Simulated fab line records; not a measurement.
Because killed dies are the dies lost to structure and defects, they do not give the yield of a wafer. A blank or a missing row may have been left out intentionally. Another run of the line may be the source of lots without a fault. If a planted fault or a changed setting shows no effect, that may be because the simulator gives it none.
Matching of chambers :: flow n5Finfet :: N5_BEOL_M14_STRIP_37 on rieDiel-03: 4 sister chambers
The step strips in O2. 22 wafers are shown with their chamber, then 11 later ones without.

## EACH WAFER AND ITS CHAMBER
wafer: L074.1
chamber: 2
showerheadPlenumPTorr (Torr): 2.01
drypumpMotorCurrentA (A): 5.3
throttleValvePct (%): 16.5

wafer: L074.3
chamber: 1
showerheadPlenumPTorr (Torr): 2.14
drypumpMotorCurrentA (A): 5.2
throttleValvePct (%): 16.3

wafer: L074.6
chamber: 1
showerheadPlenumPTorr (Torr): 2.14
drypumpMotorCurrentA (A): 5.2
throttleValvePct (%): 16.3

wafer: L077.1
chamber: 1
showerheadPlenumPTorr (Torr): 2.14
drypumpMotorCurrentA (A): 5.2
throttleValvePct (%): 16.3

wafer: L077.4
chamber: 1
showerheadPlenumPTorr (Torr): 2.14
drypumpMotorCurrentA (A): 5.2
throttleValvePct (%): 16.3

wafer: L077.5
chamber: 2
showerheadPlenumPTorr (Torr): 2.01
drypumpMotorCurrentA (A): 5.3
throttleValvePct (%): 16.5

wafer: L079.1
chamber: 3
showerheadPlenumPTorr (Torr): 2.15
drypumpMotorCurrentA (A): 6.5
throttleValvePct (%): 16.3

wafer: L079.4
chamber: 0
showerheadPlenumPTorr (Torr): 2.24
drypumpMotorCurrentA (A): 5.6
throttleValvePct (%): 16.4

wafer: L079.6
chamber: 2
showerheadPlenumPTorr (Torr): 2.01
drypumpMotorCurrentA (A): 5.3
throttleValvePct (%): 16.5

wafer: L080.1
chamber: 0
showerheadPlenumPTorr (Torr): 2.24
drypumpMotorCurrentA (A): 5.5
throttleValvePct (%): 16.4

wafer: L080.4
chamber: 2
showerheadPlenumPTorr (Torr): 2.01
drypumpMotorCurrentA (A): 5.2
throttleValvePct (%): 16.6

wafer: L080.6
chamber: 3
showerheadPlenumPTorr (Torr): 2.15
drypumpMotorCurrentA (A): 6.5
throttleValvePct (%): 16.3

wafer: L084.1
chamber: 3
showerheadPlenumPTorr (Torr): 2.15
drypumpMotorCurrentA (A): 6.5
throttleValvePct (%): 16.3

wafer: L084.4
chamber: 0
showerheadPlenumPTorr (Torr): 2.24
drypumpMotorCurrentA (A): 5.6
throttleValvePct (%): 16.4

wafer: L084.6
chamber: 0
showerheadPlenumPTorr (Torr): 2.24
drypumpMotorCurrentA (A): 5.7
throttleValvePct (%): 16.4

wafer: L083.2
chamber: 0
showerheadPlenumPTorr (Torr): 2.24
drypumpMotorCurrentA (A): 5.7
throttleValvePct (%): 16.4

wafer: L083.4
chamber: 1
showerheadPlenumPTorr (Torr): 2.13
drypumpMotorCurrentA (A): 5.2
throttleValvePct (%): 16.3

wafer: L083.6
chamber: 3
showerheadPlenumPTorr (Torr): 2.15
drypumpMotorCurrentA (A): 6.5
throttleValvePct (%): 16.3

wafer: L090.3
chamber: 2
showerheadPlenumPTorr (Torr): 2.00
drypumpMotorCurrentA (A): 5.3
throttleValvePct (%): 16.6

wafer: L090.4
chamber: 0
showerheadPlenumPTorr (Torr): 2.24
drypumpMotorCurrentA (A): 5.7
throttleValvePct (%): 16.4

wafer: L090.5
chamber: 0
showerheadPlenumPTorr (Torr): 2.24
drypumpMotorCurrentA (A): 5.7
throttleValvePct (%): 16.4

wafer: L093.1
chamber: 3
showerheadPlenumPTorr (Torr): 2.14
drypumpMotorCurrentA (A): 6.5
throttleValvePct (%): 16.3

SIGNATURES (averages over the wafers above)
reading: showerheadPlenumPTorr
chamber 0: 2.2400
chamber 1: 2.1380
chamber 2: 2.0080
chamber 3: 2.1480
scatter within a chamber: 0.00365

reading: drypumpMotorCurrentA
chamber 0: 5.643
chamber 1: 5.200
chamber 2: 5.280
chamber 3: 6.500
scatter within a chamber: 0.0501

reading: throttleValvePct
chamber 0: 16.400
chamber 1: 16.300
chamber 2: 16.540
chamber 3: 16.300
scatter within a chamber: 0.0258
Rule: a wafer's distance from a chamber is the root of the sum, over the readings, of the square of ((its reading less the chamber's mean) divided by the reading's scatter). If the next closest chamber is less than 2 further off than the closest, the wafer can't be placed; otherwise it belongs to the closest. How the scatter is found: for the shown wafers, subtract from each reading the mean of its chamber, square and add these, divide the total by (wafers less chambers), then take the root.

## WAFERS WITHOUT THEIR CHAMBER
wafer: L093.4
showerheadPlenumPTorr (Torr): 2.00
drypumpMotorCurrentA (A): 5.3
throttleValvePct (%): 16.6

wafer: L093.6
showerheadPlenumPTorr (Torr): 2.00
drypumpMotorCurrentA (A): 5.3
throttleValvePct (%): 16.6

wafer: L095.2
showerheadPlenumPTorr (Torr): 2.14
drypumpMotorCurrentA (A): 6.5
throttleValvePct (%): 16.3

wafer: L095.5
showerheadPlenumPTorr (Torr): 2.12
drypumpMotorCurrentA (A): 5.2
throttleValvePct (%): 16.4

wafer: L095.6
showerheadPlenumPTorr (Torr): 2.23
drypumpMotorCurrentA (A): 5.7
throttleValvePct (%): 16.5

wafer: L096.2
showerheadPlenumPTorr (Torr): 2.14
drypumpMotorCurrentA (A): 6.5
throttleValvePct (%): 16.3

wafer: L096.4
showerheadPlenumPTorr (Torr): 2.00
drypumpMotorCurrentA (A): 5.3
throttleValvePct (%): 16.6

wafer: L096.5
showerheadPlenumPTorr (Torr): 2.23
drypumpMotorCurrentA (A): 5.6
throttleValvePct (%): 16.5

wafer: L097.2
showerheadPlenumPTorr (Torr): 2.14
drypumpMotorCurrentA (A): 6.5
throttleValvePct (%): 16.3

wafer: L097.3
showerheadPlenumPTorr (Torr): 2.23
drypumpMotorCurrentA (A): 5.7
throttleValvePct (%): 16.4

wafer: L097.6
showerheadPlenumPTorr (Torr): 2.14
drypumpMotorCurrentA (A): 6.5
throttleValvePct (%): 16.3

## EACH ONE'S CHAMBER
wafer: L093.4
from the rows above: 2
in truth: 2

wafer: L093.6
from the rows above: 2
in truth: 2

wafer: L095.2
from the rows above: 3
in truth: 3

wafer: L095.5
from the rows above: 1
in truth: 1

wafer: L095.6
from the rows above: 0
in truth: 0

wafer: L096.2
from the rows above: 3
in truth: 3

wafer: L096.4
from the rows above: 2
in truth: 2

wafer: L096.5
from the rows above: 0
in truth: 0

wafer: L097.2
from the rows above: 3
in truth: 3

wafer: L097.3
from the rows above: 0
in truth: 0

wafer: L097.6
from the rows above: 3
in truth: 3
Placed correctly: 11 of 11. From these rows, 0 cannot be placed. Wrongly placed: 0.
